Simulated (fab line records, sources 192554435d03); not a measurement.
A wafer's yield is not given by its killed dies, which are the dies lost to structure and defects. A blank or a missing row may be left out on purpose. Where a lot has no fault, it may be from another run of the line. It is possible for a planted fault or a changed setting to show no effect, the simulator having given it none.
Matching of chambers	flow n5_finfet	rie_diel-05 running N5_BEOL_M0_ETCH_128: 4 sister chambers
The step etches SiCN in CF4/N2, target depth 12 nm, overetch 5.1 nm, time 21.4 s. 4 wafers are shown with their chamber, then 9 later ones without.

## WAFERS WITH THEIR CHAMBER
wafer	chamber	showerhead_plenum_p_Torr (Torr)
L086.1	0	2.08
L089.1	2	2.09
L089.3	1	2.19
L089.4	3	2.26

## WAFERS WHOSE CHAMBER IS MISSING
wafer	showerhead_plenum_p_Torr (Torr)
L088.1	2.08
L088.4	2.08
L088.5	2.26
L091.1	2.26
L091.4	2.08
L091.5	2.19
L097.1	2.26
L097.2	2.35
L097.3	2.18

## EACH ONE'S CHAMBER
wafer	from the rows above	in truth
L088.1	can't be placed: 0 or 2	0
L088.4	can't be placed: 0 or 2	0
L088.5	3	3
L091.1	3	3
L091.4	can't be placed: 0 or 2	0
L091.5	1	1
L097.1	3	3
L097.2	3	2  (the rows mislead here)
L097.3	1	1
Correct placement for 5 of the 9. Not placeable from these rows: 3 (in 3, the candidates include the true chamber). Placed wrongly: 1.
How it was worked out, from the rows above alone: a wafer's distance from a chamber is the root of the sum, over the readings, of the square of ((its reading less the chamber's mean) divided by the reading's scatter). If the next closest chamber is less than 2 further off than the closest, the wafer can't be placed; otherwise it belongs to the closest. Each chamber's mean is taken over the wafers shown for it. The scatter: root of mean squared gap, hidden wafer to nearest shown wafer, with one shown wafer a chamber.
